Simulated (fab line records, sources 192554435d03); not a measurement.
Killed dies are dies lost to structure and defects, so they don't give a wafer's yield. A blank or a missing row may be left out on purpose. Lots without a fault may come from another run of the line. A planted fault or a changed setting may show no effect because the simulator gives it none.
fab line records | flow n5_finfet
record lots=14 wafers=36 last_day=17
route steps=1938 shown SPACER0@261 SD_EPI_N@272 SD_EPI_P@321 PASSIVATION@1936
lots that met no fault: from a run of the same line without faults
start_h: hours from the record's first day to the start of the lot's first wafer shown | wait_h: hours since the lot's step before | " the same as in the row above | L1.1+2: a row that stands for several wafers | - no value, or no start given | * or withheld: withheld | < > ~ a bound
route shown NAME@n: a module of which the file shows steps, and the number in the route of the first | usual: mean/standard deviation of fault-free wafers | same: alike in all rows | chamber/n: place in a boat | sites: the reading at each site | _std_site: their standard deviation | _edge_site: outer sites' mean less inner sites' | radius_mm: how far each site lies from the wafer's centre | mask NAME#n: copy n | behind: the tool/chamber that last shaped the wafer | hold: why the lot was held/for how many hours/how that ended | device: the transistor (n, p or np) that didn't switch | end of line: the same wafers' tests at the end of the route | a step without rows: its recipe alone | killed: dies lost to structure and defects at the first sort, not the wafer's yield | map: a wafer's dies, x killed, . not, _ none there
set.NAME: the setting as run; set.NAME@STEP: as run at that earlier step | model.NAME: the simulator's own value behind a step, which no gauge read
steps of the route over a sample of lots; a table a step, a row a wafer
services: from which hour (start_h, from the record's first day; less than 0 if before it) a tool's chamber was out of use, for how many hours, and why
## steps
# step N5_SPACER0_INSPECT_04
# recipe inspect_instrument=darkfield mode=post_dep
# usual raw_defect_count=133/31
# columns lot.wafer tool chamber start_h wait_h raw_defect_count
L680.4 defect_inspect-02 - 54.32 0.1 126
L680.5 " - " " 140
L680.6 " - " " 128
L682.3 defect_inspect-01 - 67.20 0.1 117
L682.6 " - " " 84
L684.1 defect_inspect-01 - 79.47 0.1 91
L684.2 " - " " 154
L685.3 defect_inspect-02 - 83.69 0.1 94
L685.5 " - " " 135
L686.1 defect_inspect-01 - 92.35 0.1 171
L686.6 " - " " 117
L688.4 defect_inspect-02 - 101.69 0.1 87
L688.5 " - " " 114
L689.2 defect_inspect-01 - 108.21 0.1 133
L689.3 " - " " 137
L689.6 " - " " 190
L690.2 defect_inspect-01 - 114.83 0.1 122
L690.5 " - " " 208
L692.3 defect_inspect-02 - 126.73 0.1 104
L692.5 " - " " 113
L692.6 " - " " 88
L694.1 defect_inspect-02 - 137.81 0.1 122
L694.2 " - " " 135
L694.3 " - " " 160
L698.2 defect_inspect-02 - 160.49 0.1 137
L698.3 " - " " 139
L698.4 " - " " 158
L700.2 defect_inspect-01 - 175.92 0.1 228
L700.5 " - " " 150
L700.6 " - " " 117
L701.4 defect_inspect-01 - 180.19 0.1 114
L701.5 " - " " 144
L701.6 " - " " 116
L702.2 defect_inspect-01 - 191.09 0.1 103
L702.4 " - " " 108
L702.6 " - " " 113
# step N5_SD_EPI_N_INSPECT_11
# recipe mode=adi inspect_instrument=macro
# usual raw_defect_count=2.1/1.3
# columns lot.wafer tool chamber start_h wait_h raw_defect_count
L680.4 defect_inspect-02 - 54.78 0.0 2
L680.5 " - " " 1
L680.6 " - " " 3
L682.3 defect_inspect-02 - 67.65 0.0 2
L682.6 " - " " 3
L684.1 defect_inspect-01 - 79.80 0.0 2
L684.2 " - " " 3
L685.3 defect_inspect-01 - 84.02 0.0 2
L685.5 " - " " 2
L686.1 defect_inspect-02 - 92.80 0.0 2
L686.6 " - " " 1
L688.4 defect_inspect-02 - 102.01 0.0 7
L688.5 " - " " 1
L689.2 defect_inspect-01 - 108.54 0.0 2
L689.3 " - " " 3
L689.6 " - " " 3
L690.2 defect_inspect-02 - 115.29 0.0 0
L690.5 " - " " 2
L692.3 defect_inspect-02 - 127.18 0.0 2
L692.5 " - " " 1
L692.6 " - " " 2
L694.1 defect_inspect-01 - 138.14 0.0 2
L694.2 " - " " 2
L694.3 " - " " 4
L698.2 defect_inspect-01 - 160.81 0.0 2
L698.3 " - " " 1
L698.4 " - " " 1
L700.2 defect_inspect-02 - 176.37 0.0 0
L700.5 " - " " 2
L700.6 " - " " 3
L701.4 defect_inspect-01 - 180.65 0.0 1
L701.5 " - " " 2
L701.6 " - " " 3
L702.2 defect_inspect-02 - 191.41 0.0 3
L702.4 " - " " 0
L702.6 " - " " 2
# step N5_SD_EPI_N_ETCH_16
# recipe chemistry=CHF3/O2 target=SiO2 target_depth_a=50 mask_material=SOC pressure_mtorr=30 source_w=650 bias_w=170 Ar_flow_sccm=200 CHF3_flow_sccm=50 O2_flow_sccm=5 ion_energy_ev=200
# usual drypump_motor_current_A=5.7/0.43 oes_product_au=0.82/0.099 rf_vpp_V=520/19 showerhead_plenum_p_Torr=2.41/0.062 throttle_valve_pct=18.98/0.23
# columns lot.wafer tool chamber start_h wait_h drypump_motor_current_A oes_product_au rf_hours_counter_h rf_vpp_V showerhead_plenum_p_Torr throttle_valve_pct
L680.4 rie_diel-04 1 55.42 0.1 5.4 0.95 7 492 2.49 18.97
L680.5 " 2 " " 5.4 0.70 - 535 2.39 19.09
L680.6 " 3 " " 6.0 0.68 - 539 2.38 19.01
L682.3 rie_diel-04 2 68.32 0.1 5.4 0.70 239 534 2.38 19.11
L682.6 " 1 " " 5.4 0.93 - 491 2.49 18.95
L684.1 rie_diel-04 3 80.45 0.1 6.0 0.67 247 542 2.38 19.01
L684.2 " 2 " " 5.4 0.69 243 534 2.38 19.12
L685.3 rie_diel-05 0 84.67 0.1 5.0 0.91 25 525 2.39 18.82
L685.5 " 3 " " 5.0 0.67 - 521 2.39 19.21
L686.1 rie_diel-04 2 93.45 0.1 5.4 0.69 248 534 2.38 19.13
L686.6 " 1 " " 5.4 0.91 - 490 2.48 18.97
L688.4 rie_diel-04 1 102.68 0.0 5.4 0.91 - 491 2.48 18.98
L688.5 " 0 " " 5.9 0.80 - 507 2.32 18.69
L689.2 rie_diel-05 2 109.30 0.1 6.7 0.72 157 511 2.38 19.18
L689.3 " 1 " " 5.7 0.91 24 540 2.36 18.83
L689.6 " 0 " " 5.1 0.90 - 527 2.38 18.86
L690.2 rie_diel-04 1 115.94 0.1 5.4 0.89 31 491 2.48 18.99
L690.5 " 0 " " 5.9 0.80 - 506 2.32 18.70
L692.3 rie_diel-04 0 127.83 0.1 5.9 0.79 106 505 2.32 18.71
L692.5 " 2 " " 5.3 0.98 - 535 2.38 18.64
L692.6 " 3 " " 6.0 0.98 - 541 2.37 18.63
L694.1 rie_diel-04 2 138.79 0.1 5.3 0.97 7 535 2.38 18.65
L694.2 " 0 " " 5.9 0.78 112 506 2.31 18.72
L694.3 " 1 " " 5.4 0.88 39 492 2.48 19.01
L698.2 rie_diel-01 2 161.46 0.1 5.3 0.77 131 492 2.53 19.07
L698.3 " 3 " " 6.0 0.81 93 536 2.46 19.20
L698.4 " 0 " " 6.3 0.79 135 537 2.44 19.01
L700.2 rie_diel-04 0 177.02 0.1 5.9 0.78 124 505 2.31 18.74
L700.5 " 3 " " 6.0 0.94 - 541 2.37 18.66
L700.6 " 0 " " 5.9 0.77 - 506 2.31 18.75
L701.4 rie_diel-05 1 181.29 0.1 5.8 0.87 52 539 2.35 18.86
L701.5 " 3 " " 5.0 0.92 - 521 2.38 18.86
L701.6 " 0 " " 5.1 0.85 - 525 2.37 18.92
L702.2 rie_diel-01 3 192.10 0.1 6.0 0.80 102 537 2.46 19.19
L702.4 " 1 " " 5.8 0.67 227 530 2.38 19.55
L702.6 " 1 " " 5.8 0.68 - 531 2.38 19.55
# step N5_SD_EPI_P_EPI_21
# recipe material=SiGe:B dopant=B temp_c=550 pressure_torr=20 ambient=H2 time_s=355
# usual susceptor_temp_C=550.02/0.27 susceptor_temp_C_max=551.1/0.58
# columns lot.wafer tool chamber start_h wait_h susceptor_temp_C susceptor_temp_C_max
L680.4 epi_rpcvd-02 0 63.00 1.1 550.32 551.3
L680.5 " 0 " " 550.30 551.3
L680.6 " 0 " " 550.01 550.8
L682.3 epi_rpcvd-02 0 74.32 0.8 549.71 550.7
L682.6 " 0 75.40 1.8 549.89 550.8
L684.1 epi_rpcvd-04 0 86.14 0.1 549.97 551.6
L684.2 " 0 " " 550.23 552.1
L685.3 epi_rpcvd-03 0 90.91 1.1 550.13 550.8
L685.5 " 0 " " 550.37 551.3
L686.1 epi_rpcvd-03 0 98.90 0.2 550.51 551.4
L686.6 " 0 101.30 2.4 550.62 551.2
L688.4 epi_rpcvd-03 0 108.89 1.1 550.27 551.1
L688.5 " 0 " " 550.60 551.3
L689.2 epi_rpcvd-04 0 114.93 0.5 550.25 552.0
L689.3 " 0 " " 550.35 552.1
L689.6 " 0 116.37 1.8 550.38 552.0
L690.2 epi_rpcvd-02 0 122.92 0.6 549.72 550.7
L690.5 " 0 124.36 2.0 549.69 550.4
L692.3 epi_rpcvd-04 0 134.35 0.8 553.98 556.1
L692.5 " 0 " " 554.74 557.3
L692.6 " 0 " " 554.14 556.4
L694.1 epi_rpcvd-04 0 143.99 0.1 554.42 556.0
L694.2 " 0 " " 554.49 555.9
L694.3 " 0 " " 554.20 556.4
L698.2 epi_rpcvd-03 0 168.17 0.5 549.97 550.8
L698.3 " 0 " " 549.77 550.5
L698.4 " 0 " " 549.84 550.6
L700.2 epi_rpcvd-03 0 182.65 0.5 549.91 550.6
L700.5 " 0 183.73 1.5 550.22 551.1
L700.6 " 0 " " 549.71 550.7
L701.4 epi_rpcvd-02 0 189.59 2.0 549.80 550.8
L701.5 " 0 " " 549.73 550.6
L701.6 " 0 " " 550.26 551.4
L702.2 epi_rpcvd-03 0 198.00 0.5 549.75 550.9
L702.4 " 0 " " 549.97 550.7
L702.6 " 0 " " 549.55 550.3
# step N5_SD_EPI_P_EPI_MEAS_23
# recipe mode=xrd
# usual thk_nm=61.1/1.2
# columns lot.wafer tool chamber start_h wait_h thk_nm
L680.4 film_metro-02 - 64.12 0.8 59.6
L680.5 " - " " 62.2
L680.6 " - " " 61.0
L682.3 film_metro-02 - 75.82 1.1 63.7
L682.6 " - " " 60.9
L684.1 film_metro-01 - 89.06 2.4 60.8
L684.2 " - " " 61.4
L685.3 film_metro-01 - 92.88 1.5 59.6
L685.5 " - " " 60.8
L686.1 film_metro-02 - 101.82 2.4 63.2
L686.6 " - " " 61.2
L688.4 film_metro-02 - 110.02 0.8 61.0
L688.5 " - " " 62.1
L689.2 film_metro-02 - 116.77 1.5 60.4
L689.3 " - " " 63.3
L689.6 " - " " 61.3
L690.2 film_metro-02 - 125.37 2.0 59.7
L690.5 " - " " 60.3
L692.3 film_metro-02 - 135.83 1.1 68.0
L692.5 " - " " 66.9
L692.6 " - " " 64.7
L694.1 film_metro-01 - 146.20 1.9 67.3
L694.2 " - " " 67.1
L694.3 " - " " 68.3
L698.2 film_metro-01 - 170.01 1.5 61.8
L698.3 " - " " 59.6
L698.4 " - " " 62.4
L700.2 film_metro-01 - 184.49 1.5 59.3
L700.5 " - " " 60.1
L700.6 " - " " 61.1
L701.4 film_metro-02 - 191.55 1.3 59.1
L701.5 " - " " 59.7
L701.6 " - " " 60.8
L702.2 film_metro-01 - 199.84 1.5 61.3
L702.4 " - " " 60.1
L702.6 " - " " 63.1
# step N5_PASSIVATION_PROBE_49
# usual killed_at_M0_to_M3=32/9.3 killed_at_M4_up=14/4.9 killed_at_contacts=15/7.5 killed_at_front_end=40/11 killed_at_other=4/3.3 killed_dies=104/17 killed_on_rim=13/4.2 killed_open=68/14 killed_short=33/7.9
# same gross_dies=1180 killed_at_back_side=0
# columns lot.wafer tool chamber start_h wait_h killed_at_M0_to_M3 killed_at_M4_up killed_at_contacts killed_at_front_end killed_at_other killed_dies killed_on_rim killed_open killed_short
L686.1 prober-01 - 304.47 0.0 25 20 5 30 7 87 8 50 27
L686.6 prober-01 - 304.72 0.3 15 27 10 15 6 73 12 49 22
L688.4 prober-02 - 312.30 0.2 36 15 13 49 8 121 12 67 52
L688.5 prober-02 - 312.35 0.2 32 14 26 46 13 131 14 82 41
L694.1 prober-01 - 343.91 0.0 31 11 14 38 3 97 7 67 28
L694.2 prober-01 - 343.96 0.1 16 9 9 56 3 93 18 46 29
L694.3 prober-01 - 344.01 0.1 17 1 12 28 23 81 25 35 23
# killed by level:class
L686.1 FIN_CUT:area_etch=8 BEOL_M4:geometric_particle:open=7 STI_FIN_REVEAL:geometric_particle:open=5 BEOL_M0_SAQP:geometric_particle:short=5 BEOL_M1:geometric_particle:open=5 BEOL_M2:geometric_particle:open=5 DUMMY_GATE:geometric_particle:open=4 BEOL_M1:geometric_particle:short=4
L686.6 BEOL_M4:geometric_particle:open=16 BEOL_M5:geometric_particle:open=6 MOL_CONTACT_COAG:geometric_particle:open=5 MOL_CONTACT_COAG:geometric_particle:short=5 BEOL_M4:geometric_particle:short=5 STI_FIN_REVEAL:geometric_particle:open=4 DUMMY_GATE:geometric_particle:open=4 BEOL_M0_SAQP:geometric_particle:short=4
L688.4 FIN_SAQP:geometric_particle:short=18 MOL_CONTACT_COAG:geometric_particle:open=9 BEOL_M3:geometric_particle:open=9 BEOL_M0_SAQP:geometric_particle:short=8 BEOL_M1:geometric_particle:open=7 FIN_SAQP:geometric_particle:open=6 DUMMY_GATE:geometric_particle:open=6 STI_FIN_REVEAL:geometric_particle:open=4
L688.5 MOL_CONTACT_COAG:geometric_particle:open=16 DUMMY_GATE:geometric_particle:open=11 FIN_SAQP:geometric_particle:open=8 FIN_SAQP:geometric_particle:short=7 BEOL_M0_SAQP:geometric_particle:short=7 MOL_CONTACT_COAG:area_etch=7 BEOL_M3:geometric_particle:open=6 BEOL_M0_SAQP:geometric_particle:open=6
L694.1 MOL_CONTACT_COAG:geometric_particle:open=11 FIN_SAQP:geometric_particle:open=10 STI_FIN_REVEAL:geometric_particle:open=10 BEOL_M3:geometric_particle:open=8 BEOL_M0_SAQP:geometric_particle:short=7 BEOL_M0_SAQP:geometric_particle:open=6 BEOL_M2:geometric_particle:open=5 ILD0:geometric_particle:short=4
L694.2 HKMG_FIN:area_etch=16 FIN_SAQP:geometric_particle:short=9 FIN_SAQP:geometric_particle:open=7 MOL_CONTACT_COAG:geometric_particle:open=6 BEOL_M2:geometric_particle:open=5 STI_FIN_REVEAL:geometric_particle:open=4 BEOL_M3:geometric_particle:open=4 STI_FIN_REVEAL:geometric_particle:short=3
L694.3 PASSIVATION:area_etch=23 MOL_CONTACT_COAG:geometric_particle:open=11 BEOL_M0_SAQP:geometric_particle:open=6 BEOL_M0_SAQP:geometric_particle:short=6 FIN_SAQP:geometric_particle:open=4 FIN_CUT:geometric_particle:short=4 FIN_SAQP:geometric_particle:short=3 STI_FIN_REVEAL:geometric_particle:open=3
## services
# columns tool chamber start_h hours kind
epi_rpcvd-03 - 33.33 0.6 repair
rie_diel-05 - 34.46 0.1 repair
rie_diel-05 0 64.07 2.2 repair
rie_diel-04 0 87.45 6.6 repair
rie_diel-04 3 94.41 - clean
rie_diel-04 3 94.41 - consumable_replace:focus_ring
rie_diel-05 3 96.43 - clean
rie_diel-05 3 96.43 - consumable_replace:focus_ring
rie_diel-05 3 96.43 19.5 scheduled_down
rie_diel-05 3 96.43 19.5 vent_cycle
rie_diel-04 2 108.99 - clean
rie_diel-04 2 108.99 - consumable_replace:focus_ring
rie_diel-04 2 108.99 10.1 scheduled_down
rie_diel-04 2 108.99 10.1 vent_cycle
rie_diel-04 - 148.85 0.1 repair
rie_diel-04 2 172.28 4.3 repair
epi_rpcvd-04 - 182.24 8.1 pm
rie_diel-05 0 185.05 3.2 repair
rie_diel-04 - 190.71 1.6 repair
## key
first_sign step=N5_SD_EPI_P_EPI_21 reading=susceptor_temp_C direction=up sigmas=16 usual=* struck=*
effect step=N5_SD_EPI_P_EPI_21 reading=susceptor_temp_C_max direction=up sigmas=9 usual=* struck=*
effect step=N5_SD_EPI_P_EPI_MEAS_23 reading=thk_nm direction=up sigmas=5 usual=* struck=*
met_at N5_SD_EPI_P_EPI_21
struck_lots L692,L694
rows_end L692.3,L692.5,L692.6
tester_left_out L694
baseline_loss step=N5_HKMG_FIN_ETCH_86 wafers=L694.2
baseline_loss step=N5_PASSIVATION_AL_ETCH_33 wafers=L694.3
not_acting_at N5_SPACER0_INSPECT_04,N5_SD_EPI_N_INSPECT_11,N5_SD_EPI_N_ETCH_16
onset_between 114.93 134.35
fault kind=process_parameter_drift tool=epi_rpcvd-04 chamber=- onset_h=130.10 steps=N5_SD_EPI_P_EPI_21 channel=temp_c offset=* shape=step acts_in=* stated=*
# tester_left_out: of these lots the tester's yield and bins aren't shown, on N5 and GAA mostly nor the transistor test; their killed dies are dies lost to structure and defects alone, not to doping, threshold or leakage, so they don't give the yield
# rows_end: these wafers met a further fault down the route, and their rows from its step on are left out
# baseline_loss: these wafers lose ten dies or more at that step, a loss of the line's own and not of a fault; the sort's usual values leave them out
